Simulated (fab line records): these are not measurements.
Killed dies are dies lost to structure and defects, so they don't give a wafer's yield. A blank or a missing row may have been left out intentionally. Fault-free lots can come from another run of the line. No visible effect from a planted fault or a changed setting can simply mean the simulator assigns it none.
Lot-split experiment | flow n5-finfet | 21 wafers read from 7 lots, route of 1938 steps

== SPLIT DETAILS ==
At N5_PASSIVATION_SPUTTER_20 (material TaN, target thk 50 nm), the setting target-thk-a was moved away from the recipe's 500 angstrom on 8 of the 21 wafers read, by -12.7% to +10.2%. This setting was run at the recipe's value on the other wafers.

Reading taken at the split's own step.

== THE READING ==
TaN_of_PASSIVATION_SPUTTER_20.thk-nm (the simulator's own value, which no gauge read), in nm, at N5_PASSIVATION_SPUTTER_20 (material TaN, target thk 50 nm). No usual value for it is given in the file. The 13 wafers here that ran the recipe average 49.5 nm, standard deviation 0.39 nm.

wafer  | tool, chamber at the split | target-thk-a as run, angstrom | against the recipe | TaN_of_PASSIVATION_SPUTTER_20.thk-nm, nm | against lot-mates on the recipe
L074.1 | pvd-sputter-01, -          | 533.7                         | +6.7%              | 52.6                                     | +3.2
L074.3 | pvd-sputter-01, -          | 533.7                         | +6.7%              | 53                                       | +3.6
L074.6 | pvd-sputter-01, -          | 500                           | recipe             | 49.4                                     | -
L078.3 | pvd-sputter-01, -          | 500                           | recipe             | 49.6                                     | -
L078.4 | pvd-sputter-01, -          | 500                           | recipe             | 49.4                                     | -
L078.6 | pvd-sputter-01, -          | 532.8                         | +6.6%              | 53                                       | +3.5
L081.1 | pvd-sputter-02, -          | 500                           | recipe             | 49                                       | -
L081.4 | pvd-sputter-02, -          | 500                           | recipe             | 49.4                                     | -
L081.6 | pvd-sputter-02, -          | 527.1                         | +5.4%              | 52.4                                     | +3.2
L084.2 | pvd-sputter-02, -          | 500                           | recipe             | 49.6                                     | -
L084.3 | pvd-sputter-02, -          | 436.7                         | -12.7%             | 44.6                                     | -5.0
L084.5 | pvd-sputter-02, -          | 436.7                         | -12.7%             | 44.4                                     | -5.2
L087.4 | pvd-sputter-03, -          | 500                           | recipe             | 49.8                                     | -
L087.5 | pvd-sputter-03, -          | 500                           | recipe             | 49.4                                     | -
L087.6 | pvd-sputter-03, -          | 500                           | recipe             | 50.4                                     | -
L093.1 | pvd-sputter-02, -          | 551.2                         | +10.2%             | 54.2                                     | +4.6
L093.2 | pvd-sputter-02, -          | 551.2                         | +10.2%             | 54                                       | +4.4
L093.6 | pvd-sputter-02, -          | 500                           | recipe             | 49.6                                     | -
L092.3 | pvd-sputter-02, -          | 500                           | recipe             | 48.8                                     | -
L092.5 | pvd-sputter-02, -          | 500                           | recipe             | 49.6                                     | -
L092.6 | pvd-sputter-02, -          | 500                           | recipe             | 49                                       | -

THE FIT
A straight line over all 21 wafers: TaN_of_PASSIVATION_SPUTTER_20.thk-nm changes by +0.434 nm for each +1% of target-thk-a; r = +0.99; the points scatter about the line by 0.42 nm.
The same after taking each lot's own level away (the mean of its wafers on the recipe; 21 wafers): +0.439 nm for each +1%; r = +0.99; scatter 0.36 nm.
According to that fit, moving target-thk-a by its largest amount changes the reading by 5.6 nm.
The span of the lots' own levels, 49.13 to 49.87 nm, comes to 1.9 times the standard deviation stated above.
Consequently the slope shifts little with the lot-to-lot level, the two slopes agreeing.
Check: -5.59 nm against its lot-mates is what the line predicts for one of the wafers moved furthest among these (-12.7%) when that wafer is left out of the fit. It came out at -5 nm against them.

== THESE WAFERS: OTHER SPLITS ==
Before the reading, these wafers also passed through other splits. Each is held against what the fit with the lots' levels taken away leaves over:
other split on the same wafers | wafers away from the commonest value | r with TaN_of_PASSIVATION_SPUTTER_20.thk-nm (lot level and that fit taken away)
N5_BEOL_M15_PEB_26 peb-time-s  | 5                                    | -0.04

== THE FILE'S OWN FIT ==
TaN_of_PASSIVATION_SPUTTER_20.thk-nm changes by +0.454 nm for each +1% of target-thk-a, r = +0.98.
